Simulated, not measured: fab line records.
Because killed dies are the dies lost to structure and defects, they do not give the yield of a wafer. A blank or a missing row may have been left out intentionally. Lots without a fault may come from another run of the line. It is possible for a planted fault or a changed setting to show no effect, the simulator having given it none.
fab line records ; flow n5_finfet ; part 1 of 2: steps 1 to 4 of 6
record lots=24; wafers=72; last_day=17
route steps=1938 shown BEOL_M7@1277
lots untouched by any fault: they come from a run of this same line in which no faults occurred
start_h: start of the lot's first displayed wafer, in hours after the record's first day ; wait_h: hours since the lot's step before ; " the same as in the row above ; L1.1+2: a row that stands for several wafers ; - value missing, or start not given ; * or withheld: withheld ; < > ~ a bound
route shown NAME@n: names a module that has steps shown in the file, with the first one's number in the route ; usual: mean and standard deviation over wafers with no fault ; same: alike in all rows ; chamber/n: place in a boat ; sites: per-site readings ; _std_site: standard deviation of those values ; _edge_site: inner sites' mean taken away from outer sites' mean ; radius_mm: for every site, how far away it sits from the centre of the wafer ; mask NAME#n: copy n ; behind: the last tool/chamber to shape the wafer ; hold: why the lot went on hold/how many hours it stayed there/how the hold came to an end ; device: transistor that didn't switch, given as n, p or np ; end of line: tests run on the same wafers once the route is complete ; where a step has no rows: the recipe by itself ; killed: dies lost to structure and defects at the first sort, not the wafer's yield ; map: per-die view of a wafer (x killed, . not killed, _ where there is no die)
set.NAME: the run value of the setting; set.NAME@STEP: its run value at that earlier step ; model.NAME: the simulator's own value behind a step, which no gauge read
a sample of lots followed through the steps of the route, with each step as a table and each wafer as a row
services: a tool's chamber out of use, with start hour (start_h, from the record's first day; less than 0 if before it), hours out, and reason
## steps
# step N5_BEOL_M7_OVL_MEAS_12
# recipe points_per_wafer=44
# usual M7_OVL=0.3/0.88
lot.wafer;tool;chamber;start_h;wait_h;M7_OVL[nm]
L074.3;overlay-02;0;191.35;0.0;0.7
L074.4;overlay-02;0;191.35;0.0;2.0
L074.5;overlay-02;0;191.35;0.0;0.5
L076.3;overlay-02;0;196.56;0.0;-0.3
L076.5;overlay-02;0;196.56;0.0;0.1
L076.6;overlay-02;0;196.56;0.0;0.3
L075.2;overlay-01;0;200.44;0.0;-0.3
L075.3;overlay-01;0;200.44;0.0;0.4
L075.5;overlay-01;0;200.44;0.0;0.2
L078.2;overlay-01;0;203.47;0.0;-0.9
L078.5;overlay-01;0;203.47;0.0;0.1
L078.6;overlay-01;0;203.47;0.0;-0.8
L077.1;overlay-01;0;208.58;0.0;0.6
L077.4;overlay-01;0;208.58;0.0;-0.5
L077.5;overlay-01;0;208.58;0.0;0.8
L079.1;overlay-02;0;217.87;0.0;1.8
L079.2;overlay-02;0;217.87;0.0;1.3
L079.3;overlay-02;0;217.87;0.0;1.9
L080.2;overlay-02;0;221.73;0.0;2.9
L080.5;overlay-02;0;221.73;0.0;1.0
L080.6;overlay-02;0;221.73;0.0;2.0
L081.2;overlay-02;0;227.22;0.0;-1.1
L081.4;overlay-02;0;227.22;0.0;-0.5
L081.5;overlay-02;0;227.22;0.0;0.2
L082.2;overlay-01;0;238.65;0.0;0.0
L082.3;overlay-01;0;238.65;0.0;0.9
L082.5;overlay-01;0;238.65;0.0;-1.3
L083.1;overlay-02;0;243.44;0.0;1.2
L083.3;overlay-02;0;243.44;0.0;1.0
L083.4;overlay-02;0;243.44;0.0;0.7
L084.2;overlay-02;0;249.27;0.0;0.3
L084.3;overlay-02;0;249.27;0.0;0.4
L084.4;overlay-02;0;249.27;0.0;-0.3
L085.3;overlay-01;0;253.07;0.0;-0.7
L085.5;overlay-01;0;253.07;0.0;-0.5
L085.6;overlay-01;0;253.07;0.0;0.9
L086.4;overlay-02;0;262.26;0.0;1.7
L086.5;overlay-02;0;262.26;0.0;0.3
L086.6;overlay-02;0;262.26;0.0;0.7
L087.2;overlay-02;0;268.84;0.0;-0.6
L087.3;overlay-02;0;268.84;0.0;0.0
L087.5;overlay-02;0;268.84;0.0;0.1
L088.2;overlay-02;0;272.82;0.0;0.8
L088.4;overlay-02;0;272.82;0.0;1.4
L088.6;overlay-02;0;272.82;0.0;1.2
L089.1;overlay-02;0;275.93;0.0;-0.1
L089.2;overlay-02;0;275.93;0.0;0.9
L089.3;overlay-02;0;275.93;0.0;0.4
L090.1;overlay-01;0;277.70;0.0;0.8
L090.2;overlay-01;0;277.70;0.0;0.7
L090.3;overlay-01;0;277.70;0.0;0.7
L091.1;overlay-01;0;292.08;0.0;0.4
L091.5;overlay-01;0;292.08;0.0;0.1
L091.6;overlay-01;0;292.08;0.0;1.4
L092.3;overlay-02;0;301.16;0.0;-1.0
L092.4;overlay-02;0;301.16;0.0;-1.3
L092.5;overlay-02;0;301.16;0.0;-0.3
L094.1;overlay-02;0;306.68;0.0;0.9
L094.2;overlay-02;0;306.68;0.0;0.2
L094.4;overlay-02;0;306.68;0.0;0.0
L093.1;overlay-02;0;312.79;0.0;-1.1
L093.2;overlay-02;0;312.79;0.0;0.6
L093.5;overlay-02;0;312.79;0.0;-0.4
L095.1;overlay-01;0;316.99;0.0;0.3
L095.3;overlay-01;0;316.99;0.0;1.0
L095.4;overlay-01;0;316.99;0.0;0.5
L096.2;overlay-01;0;326.06;0.0;0.9
L096.3;overlay-01;0;326.06;0.0;1.9
L096.6;overlay-01;0;326.06;0.0;0.1
L097.3;overlay-02;0;333.36;0.0;0.5
L097.5;overlay-02;0;333.36;0.0;1.3
L097.6;overlay-02;0;333.36;0.0;0.1
# step N5_BEOL_M7_INSPECT_13
# recipe mode=adi; inspect_instrument=brightfield
# usual raw_defect_count=430/110
lot.wafer;tool;chamber;start_h;wait_h;raw_defect_count
L074.3;defect_inspect-01;-;191.37;0.0;384
L074.4;defect_inspect-01;-;191.37;0.0;521
L074.5;defect_inspect-01;-;191.37;0.0;508
L076.3;defect_inspect-02;-;196.59;0.0;377
L076.5;defect_inspect-02;-;196.59;0.0;342
L076.6;defect_inspect-02;-;196.59;0.0;296
L075.2;defect_inspect-01;-;200.46;0.0;326
L075.3;defect_inspect-01;-;200.46;0.0;556
L075.5;defect_inspect-01;-;200.46;0.0;434
L078.2;defect_inspect-01;-;203.49;0.0;479
L078.5;defect_inspect-01;-;203.49;0.0;574
L078.6;defect_inspect-01;-;203.49;0.0;568
L077.1;defect_inspect-01;-;208.60;0.0;505
L077.4;defect_inspect-01;-;208.60;0.0;474
L077.5;defect_inspect-01;-;208.60;0.0;498
L079.1;defect_inspect-01;-;217.89;0.0;315
L079.2;defect_inspect-01;-;217.89;0.0;253
L079.3;defect_inspect-01;-;217.89;0.0;398
L080.2;defect_inspect-01;-;221.76;0.0;391
L080.5;defect_inspect-01;-;221.76;0.0;362
L080.6;defect_inspect-01;-;221.76;0.0;314
L081.2;defect_inspect-01;-;227.25;0.0;386
L081.4;defect_inspect-01;-;227.25;0.0;343
L081.5;defect_inspect-01;-;227.25;0.0;413
L082.2;defect_inspect-01;-;238.67;0.0;501
L082.3;defect_inspect-01;-;238.67;0.0;384
L082.5;defect_inspect-01;-;238.67;0.0;401
L083.1;defect_inspect-02;-;243.47;0.0;486
L083.3;defect_inspect-02;-;243.47;0.0;533
L083.4;defect_inspect-02;-;243.47;0.0;435
L084.2;defect_inspect-01;-;249.29;0.0;601
L084.3;defect_inspect-01;-;249.29;0.0;378
L084.4;defect_inspect-01;-;249.29;0.0;483
L085.3;defect_inspect-01;-;253.10;0.0;497
L085.5;defect_inspect-01;-;253.10;0.0;399
L085.6;defect_inspect-01;-;253.10;0.0;520
L086.4;defect_inspect-02;-;262.29;0.0;580
L086.5;defect_inspect-02;-;262.29;0.0;546
L086.6;defect_inspect-02;-;262.29;0.0;420
L087.2;defect_inspect-02;-;268.87;0.0;326
L087.3;defect_inspect-02;-;268.87;0.0;369
L087.5;defect_inspect-02;-;268.87;0.0;354
L088.2;defect_inspect-01;-;272.84;0.0;728
L088.4;defect_inspect-01;-;272.84;0.0;386
L088.6;defect_inspect-01;-;272.84;0.0;404
L089.1;defect_inspect-02;-;275.95;0.0;378
L089.2;defect_inspect-02;-;275.95;0.0;441
L089.3;defect_inspect-02;-;275.95;0.0;513
L090.1;defect_inspect-01;-;277.73;0.0;370
L090.2;defect_inspect-01;-;277.73;0.0;349
L090.3;defect_inspect-01;-;277.73;0.0;378
L091.1;defect_inspect-02;-;292.10;0.0;465
L091.5;defect_inspect-02;-;292.10;0.0;452
L091.6;defect_inspect-02;-;292.10;0.0;501
L092.3;defect_inspect-01;-;301.18;0.0;499
L092.4;defect_inspect-01;-;301.18;0.0;382
L092.5;defect_inspect-01;-;301.18;0.0;641
L094.1;defect_inspect-02;-;306.71;0.0;450
L094.2;defect_inspect-02;-;306.71;0.0;381
L094.4;defect_inspect-02;-;306.71;0.0;463
L093.1;defect_inspect-01;-;312.81;0.0;671
L093.2;defect_inspect-01;-;312.81;0.0;410
L093.5;defect_inspect-01;-;312.81;0.0;520
L095.1;defect_inspect-02;-;317.01;0.0;275
L095.3;defect_inspect-02;-;317.01;0.0;285
L095.4;defect_inspect-02;-;317.01;0.0;272
L096.2;defect_inspect-01;-;326.08;0.0;553
L096.3;defect_inspect-01;-;326.08;0.0;513
L096.6;defect_inspect-01;-;326.08;0.0;485
L097.3;defect_inspect-02;-;333.38;0.0;278
L097.5;defect_inspect-02;-;333.38;0.0;332
L097.6;defect_inspect-02;-;333.38;0.0;248
# step N5_BEOL_M7_HM_OPEN_17
# recipe chemistry=Cl2/BCl3; target_depth_a=200; overetch_a=60; target=TiN; mask_material=SOC; ion_energy_ev=150; pressure_mtorr=10; icp_w=1000; bias_w=126; Cl2_flow_sccm=53.25; bcl3_flow_sccm=21.75; Ar_flow_sccm=25
# usual drypump_motor_current_A=5.7/0.46; mfc_ar_sccm=25.00/0.074; oes_product_au=0.67/0.086; throttle_valve_pct=22.21/0.26
lot.wafer;tool;chamber;start_h;wait_h;drypump_motor_current_A;mfc_ar_sccm;oes_product_au;rf_hours_counter_h;throttle_valve_pct
L074.3;rie_metal-03;1;191.86;0.1;5.2;24.93;0.66;-;22.39
L074.4;rie_metal-03;1;191.86;0.1;5.2;24.98;0.66;-;22.40
L074.5;rie_metal-03;1;191.86;0.1;5.2;25.05;0.65;-;22.38
L076.3;rie_metal-03;1;196.96;0.1;5.2;25.01;0.64;-;22.41
L076.5;rie_metal-03;1;196.96;0.1;5.2;25.05;0.66;-;22.40
L076.6;rie_metal-03;1;196.96;0.1;5.1;24.93;0.66;-;22.37
L075.2;rie_metal-03;1;200.83;0.1;5.2;24.99;0.65;-;22.40
L075.3;rie_metal-03;1;200.83;0.1;5.1;24.86;0.64;-;22.41
L075.5;rie_metal-03;1;200.83;0.1;5.2;25.07;0.64;-;22.42
L078.2;rie_metal-02;0;204.14;0.0;5.7;25.13;0.60;75;22.34
L078.5;rie_metal-02;0;204.14;0.0;5.7;25.06;0.61;-;22.33
L078.6;rie_metal-02;1;204.14;0.0;5.7;24.96;0.80;-;21.58
L077.1;rie_metal-02;1;208.92;0.0;5.7;24.87;0.81;3;21.55
L077.4;rie_metal-02;0;208.92;0.0;5.6;25.07;0.61;-;22.33
L077.5;rie_metal-02;0;208.92;0.0;5.6;25.06;0.61;-;22.34
L079.1;rie_metal-01;1;218.20;0.0;5.7;25.10;0.78;10;22.11
L079.2;rie_metal-01;0;218.20;0.0;6.0;25.17;0.53;116;22.57
L079.3;rie_metal-01;1;218.20;0.0;5.7;24.97;0.77;-;22.11
L080.2;rie_metal-03;1;222.30;0.0;5.2;24.97;0.64;51;22.42
L080.5;rie_metal-03;0;222.30;0.0;6.6;24.99;0.55;-;22.11
L080.6;rie_metal-03;1;222.30;0.0;5.2;24.93;0.64;-;22.36
L081.2;rie_metal-03;0;227.89;0.0;6.6;25.02;0.55;106;22.12
L081.4;rie_metal-03;1;227.89;0.0;5.1;25.01;0.65;-;22.38
L081.5;rie_metal-03;0;227.89;0.0;6.6;25.00;0.56;-;22.08
L082.2;rie_metal-01;1;239.35;0.0;5.7;24.96;0.77;12;22.11
L082.3;rie_metal-01;0;239.35;0.0;6.0;24.88;0.53;-;22.57
L082.5;rie_metal-01;1;239.35;0.0;5.7;25.00;0.77;-;22.13
L083.1;rie_metal-03;1;243.78;0.0;5.1;25.00;0.65;53;22.38
L083.3;rie_metal-03;1;243.78;0.0;5.2;24.89;0.64;-;22.40
L083.4;rie_metal-03;0;243.78;0.0;6.6;25.02;0.56;-;22.09
L084.2;rie_metal-03;0;249.60;0.0;6.6;24.93;0.55;108;22.13
L084.3;rie_metal-03;0;249.60;0.0;6.6;24.98;0.55;-;22.13
L084.4;rie_metal-03;1;249.60;0.0;5.2;25.08;0.65;-;22.40
L085.3;rie_metal-03;0;254.03;0.1;6.6;25.09;0.55;-;22.12
L085.5;rie_metal-03;0;254.03;0.1;6.6;25.04;0.56;-;22.09
L085.6;rie_metal-03;1;254.03;0.1;5.2;24.88;0.64;-;22.41
L086.4;rie_metal-02;1;262.63;0.1;5.8;25.03;0.78;-;21.57
L086.5;rie_metal-02;1;262.63;0.1;5.7;25.04;0.79;-;21.57
L086.6;rie_metal-02;0;262.63;0.1;5.6;25.07;0.59;-;22.35
L087.2;rie_metal-03;0;269.59;0.0;6.6;24.99;0.55;110;22.11
L087.3;rie_metal-03;1;269.59;0.0;5.2;24.89;0.63;-;22.42
L087.5;rie_metal-03;0;269.59;0.0;6.6;25.05;0.55;-;22.12
L088.2;rie_metal-01;1;273.18;0.1;5.7;25.02;0.76;-;22.10
L088.4;rie_metal-01;1;273.18;0.1;5.7;25.03;0.76;-;22.11
L088.6;rie_metal-01;1;273.18;0.1;5.7;25.03;0.76;-;22.11
L089.1;rie_metal-01;1;276.27;0.0;5.7;25.02;0.74;15;22.14
L089.2;rie_metal-01;1;276.27;0.0;5.7;24.87;0.74;-;22.14
L089.3;rie_metal-01;1;276.27;0.0;5.7;24.93;0.74;-;22.15
L090.1;rie_metal-01;1;278.04;0.0;5.7;24.93;0.74;16;22.13
L090.2;rie_metal-01;1;278.04;0.0;5.7;25.01;0.74;-;22.15
L090.3;rie_metal-01;1;278.04;0.0;5.7;24.99;0.74;-;22.14
L091.1;rie_metal-01;1;292.84;0.0;5.7;24.95;0.74;18;22.11
L091.5;rie_metal-01;1;292.84;0.0;5.7;25.01;0.74;-;22.13
L091.6;rie_metal-01;1;292.84;0.0;5.7;25.00;0.74;-;22.13
L092.3;rie_metal-02;1;302.64;0.1;5.7;25.02;0.76;-;21.56
L092.4;rie_metal-02;0;302.64;0.1;5.6;25.00;0.59;-;22.38
L092.5;rie_metal-02;1;302.64;0.1;5.8;24.98;0.76;-;21.58
L094.1;rie_metal-02;1;307.02;0.0;5.7;24.81;0.76;13;21.58
L094.2;rie_metal-02;0;307.02;0.0;5.6;25.02;0.58;85;22.37
L094.4;rie_metal-02;1;307.02;0.0;5.7;25.00;0.76;-;21.58
L093.1;rie_metal-03;0;313.25;0.0;6.6;24.97;0.55;114;22.12
L093.2;rie_metal-03;1;313.25;0.0;5.2;25.00;0.62;59;22.41
L093.5;rie_metal-03;0;313.25;0.0;6.6;25.08;0.55;-;22.12
L095.1;rie_metal-01;1;317.96;0.0;5.7;25.03;0.72;20;22.16
L095.3;rie_metal-01;0;317.96;0.0;6.0;25.04;0.82;-;22.41
L095.4;rie_metal-01;1;317.96;0.0;5.8;24.92;0.72;-;22.15
L096.2;rie_metal-01;0;326.39;0.0;5.9;25.02;0.81;3;22.41
L096.3;rie_metal-01;1;326.39;0.0;5.7;24.97;0.71;-;22.15
L096.6;rie_metal-01;1;326.39;0.0;5.7;24.99;0.73;-;22.14
L097.3;rie_metal-03;1;333.90;0.1;5.1;25.03;0.62;-;22.43
L097.5;rie_metal-03;1;333.90;0.1;5.2;25.03;0.62;-;22.44
L097.6;rie_metal-03;1;333.90;0.1;5.2;24.95;0.61;-;22.44
# step N5_BEOL_M7_STRIP_36
# recipe chemistry=N2/H2; power_w=450; temp_c=40; pressure_mtorr=20; rf_frequency_hz=6e+07; overash_fraction=0.3; bias_power_w=7; h2_frac=0.5; n2_flow_sccm=200; h2_flow_sccm=200
# usual drypump_motor_current_A=6.0/0.57; oes_product_au=0.78/0.097; rf_vpp_V=58.9/1.3; showerhead_plenum_p_Torr=2.52/0.08; throttle_valve_pct=23.6/0.35
lot.wafer;tool;chamber;start_h;wait_h;drypump_motor_current_A;oes_product_au;rf_hours_counter_h;rf_vpp_V;showerhead_plenum_p_Torr;throttle_valve_pct
L074.3;rie_diel-06;2;195.15;0.0;4.9;0.70;214;59.8;2.50;23.7
L074.4;rie_diel-06;3;195.15;0.0;6.8;0.67;-;57.9;2.41;23.8
L074.5;rie_diel-06;0;195.15;0.0;6.1;0.76;-;59.5;2.55;23.7
L076.3;rie_diel-03;3;199.04;0.0;6.5;0.69;238;59.6;2.50;24.0
L076.5;rie_diel-03;0;199.04;0.0;6.4;0.77;-;58.9;2.41;23.5
L076.6;rie_diel-03;1;199.04;0.0;5.8;0.73;-;60.6;2.62;23.4
L075.2;rie_diel-06;2;202.06;0.0;4.9;0.70;217;58.3;2.50;23.7
L075.3;rie_diel-06;3;202.06;0.0;6.8;0.67;237;59.3;2.41;23.8
L075.5;rie_diel-06;0;202.06;0.0;6.1;0.78;-;55.4;2.55;23.7
L078.2;rie_diel-06;2;205.12;0.0;4.9;0.71;218;58.1;2.50;23.7
L078.5;rie_diel-06;2;205.12;0.0;4.9;0.70;-;60.3;2.50;23.7
L078.6;rie_diel-06;3;205.12;0.0;6.8;0.68;-;57.9;2.40;23.9
L077.1;rie_diel-06;3;212.85;0.0;6.8;0.66;241;56.9;2.40;23.8
L077.4;rie_diel-06;1;212.85;0.0;5.9;0.99;2;61.8;2.48;23.4
L077.5;rie_diel-06;0;212.85;0.0;6.1;0.77;-;57.8;2.54;23.7
L079.1;rie_diel-03;3;220.92;0.0;6.5;0.70;245;58.5;2.49;24.1
L079.2;rie_diel-03;0;220.92;0.0;6.4;0.76;170;60.8;2.41;23.5
L079.3;rie_diel-03;1;220.92;0.0;5.8;0.73;173;60.2;2.62;23.4
L080.2;rie_diel-03;2;223.53;0.0;6.2;1.01;0;60.5;2.56;22.8
L080.5;rie_diel-03;1;223.53;0.0;5.8;0.73;-;59.4;2.62;23.4
L080.6;rie_diel-03;2;223.53;0.0;6.2;1.02;-;60.2;2.56;22.8
L081.2;rie_diel-04;1;228.92;0.0;6.5;0.85;48;57.4;2.46;24.1
L081.4;rie_diel-04;0;228.92;0.0;6.3;0.68;197;57.3;2.53;23.3
L081.5;rie_diel-04;1;228.92;0.0;6.5;0.85;-;58.3;2.46;24.1
L082.2;rie_diel-03;1;243.31;0.0;5.8;0.72;180;57.9;2.61;23.4
L082.3;rie_diel-03;0;243.31;0.0;6.3;0.75;177;59.4;2.41;23.6
L082.5;rie_diel-03;0;243.31;0.0;6.3;0.75;-;58.2;2.41;23.5
L083.1;rie_diel-04;0;244.88;0.0;6.4;0.67;201;60.9;2.53;23.3
L083.3;rie_diel-04;2;244.88;0.0;5.1;0.82;68;59.7;2.46;23.5
L083.4;rie_diel-04;3;244.88;0.0;5.6;0.73;184;58.9;2.65;24.4
L084.2;rie_diel-04;3;251.92;0.0;5.6;0.73;186;60.0;2.65;24.4
L084.3;rie_diel-04;1;251.92;0.0;6.5;0.84;54;59.1;2.46;24.1
L084.4;rie_diel-04;0;251.92;0.0;6.3;0.67;202;61.5;2.53;23.3
L085.3;rie_diel-06;2;255.26;0.0;4.9;0.68;236;61.5;2.49;23.8
L085.5;rie_diel-06;0;255.26;0.0;6.1;0.76;-;60.3;2.54;23.7
L085.6;rie_diel-06;1;255.26;0.0;5.9;0.93;-;59.7;2.47;23.4
L086.4;rie_diel-04;2;263.92;0.0;5.2;0.81;73;59.0;2.45;23.6
L086.5;rie_diel-04;2;263.92;0.0;5.1;0.80;-;56.4;2.45;23.6
L086.6;rie_diel-04;1;263.92;0.0;6.5;0.83;-;57.7;2.46;24.1
L087.2;rie_diel-06;1;271.77;0.0;6.0;0.92;21;57.2;2.47;23.4
L087.3;rie_diel-06;3;271.77;0.0;6.8;0.97;4;59.2;2.72;23.5
L087.5;rie_diel-06;2;271.77;0.0;4.9;0.68;-;56.7;2.49;23.8
L088.2;rie_diel-06;2;274.41;0.0;4.9;0.69;243;55.8;2.49;23.8
L088.4;rie_diel-06;0;274.41;0.0;6.1;0.76;144;60.3;2.54;23.7
L088.6;rie_diel-06;3;274.41;0.0;6.8;0.96;-;57.2;2.72;23.5
L089.1;rie_diel-04;2;279.91;0.0;5.2;0.80;79;60.1;2.45;23.6
L089.2;rie_diel-04;3;279.91;0.0;5.5;0.73;195;58.7;2.65;24.4
L089.3;rie_diel-04;0;279.91;0.0;6.3;0.67;209;59.6;2.52;23.3
L090.1;rie_diel-03;1;280.25;0.0;5.8;0.71;195;58.4;2.61;23.5
L090.2;rie_diel-03;2;280.25;0.0;6.2;0.92;21;60.0;2.55;22.8
L090.3;rie_diel-03;3;280.25;0.0;6.5;0.96;8;59.7;2.49;23.6
L091.1;rie_diel-06;0;294.72;0.0;6.1;0.74;151;60.1;2.53;23.7
L091.5;rie_diel-06;1;294.72;0.0;6.0;0.90;-;58.3;2.46;23.4
L091.6;rie_diel-06;0;294.72;0.0;6.1;0.75;-;58.9;2.53;23.7
L092.3;rie_diel-04;1;303.67;0.0;6.5;0.84;64;59.6;2.46;24.1
L092.4;rie_diel-04;3;303.67;0.0;5.6;0.71;198;58.2;2.64;24.4
L092.5;rie_diel-04;0;303.67;0.0;6.3;0.67;-;57.9;2.52;23.3
L094.1;rie_diel-03;2;311.15;0.0;6.2;0.89;32;60.2;2.55;22.8
L094.2;rie_diel-03;0;311.15;0.0;6.4;0.72;203;57.4;2.40;23.6
L094.4;rie_diel-03;1;311.15;0.0;5.8;0.71;207;56.7;2.60;23.5
L093.1;rie_diel-06;1;315.87;0.0;6.0;0.88;39;55.9;2.46;23.4
L093.2;rie_diel-06;0;315.87;0.0;6.1;0.74;160;58.3;2.53;23.7
L093.5;rie_diel-06;1;315.87;0.0;6.0;0.88;-;60.1;2.46;23.4
L095.1;rie_diel-03;3;322.00;0.0;6.5;0.91;22;57.9;2.48;23.7
L095.3;rie_diel-03;1;322.00;0.0;5.8;0.71;210;60.7;2.60;23.5
L095.4;rie_diel-03;2;322.00;0.0;6.2;0.91;-;58.6;2.54;22.8
L096.2;rie_diel-06;3;327.26;0.0;6.8;0.91;22;59.5;2.71;23.5
L096.3;rie_diel-06;1;327.26;0.0;5.9;0.86;43;57.7;2.46;23.4
L096.6;rie_diel-06;0;327.26;0.0;6.1;0.73;-;59.4;2.53;23.7
L097.3;rie_diel-03;1;335.23;0.0;5.8;0.70;215;60.1;2.60;23.5
L097.5;rie_diel-03;0;335.23;0.0;6.4;0.72;-;59.9;2.39;23.6
L097.6;rie_diel-03;1;335.23;0.0;5.8;0.69;-;60.6;2.60;23.5
